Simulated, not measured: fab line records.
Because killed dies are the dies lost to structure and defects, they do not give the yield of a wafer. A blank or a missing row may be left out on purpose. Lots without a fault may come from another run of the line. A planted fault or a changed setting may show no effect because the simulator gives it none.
Chamber matching || flow nand_harc || pecvd-03 running NHARC_P_M2_DEP_33: 3 sister chambers
The step deposits SiCN, target thk 30 nm. 6 wafers are shown with their chamber, then 8 later ones without.

WAFERS, EACH WITH ITS CHAMBER
{"wafer": "L076.2", "chamber": 2, "heater_power_w (W)": 654}
{"wafer": "L085.4", "chamber": 0, "heater_power_w (W)": 671}
{"wafer": "L085.5", "chamber": 2, "heater_power_w (W)": 628}
{"wafer": "L087.1", "chamber": 0, "heater_power_w (W)": 641}
{"wafer": "L087.5", "chamber": 1, "heater_power_w (W)": 430}
{"wafer": "L091.2", "chamber": 1, "heater_power_w (W)": 503}

WAFERS WITHOUT THEIR CHAMBER
{"wafer": "L091.4", "heater_power_w (W)": 619}
{"wafer": "L091.5", "heater_power_w (W)": 730}
{"wafer": "L094.2", "heater_power_w (W)": 605}
{"wafer": "L094.5", "heater_power_w (W)": 607}
{"wafer": "L094.6", "heater_power_w (W)": 667}
{"wafer": "L094.1", "heater_power_w (W)": 441}
{"wafer": "L094.3", "heater_power_w (W)": 656}
{"wafer": "L094.4", "heater_power_w (W)": 448}

EACH ONE'S CHAMBER
{"wafer": "L091.4", "from the rows above": "can't be placed: 2 or 0", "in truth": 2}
{"wafer": "L091.5", "from the rows above": "can't be placed: 0 or 2", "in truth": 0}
{"wafer": "L094.2", "from the rows above": "can't be placed: 2 or 0", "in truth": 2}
{"wafer": "L094.5", "from the rows above": "can't be placed: 2 or 0", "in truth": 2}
{"wafer": "L094.6", "from the rows above": "can't be placed: 0 or 2", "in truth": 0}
{"wafer": "L094.1", "from the rows above": 1, "in truth": 1}
{"wafer": "L094.3", "from the rows above": "can't be placed: 0 or 2", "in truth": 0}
{"wafer": "L094.4", "from the rows above": 1, "in truth": 1}
Placed correctly: 2 of 8. These rows do not allow placing 6 (true chamber among the candidates in 6). Wrongly placed: 0.
How it was worked out, from the rows above alone: a wafer's distance from a chamber is the root of the sum, over the readings, of the square of ((its reading less the chamber's mean) divided by the reading's scatter). If the next closest chamber is less than 2 further off than the closest, the wafer can't be placed; otherwise it belongs to the closest. A chamber's mean is the mean of its shown wafers. The scatter is the square root of a quotient: the sum, over the shown wafers, of each reading's squared deviation from its chamber's mean, divided by wafers minus chambers.
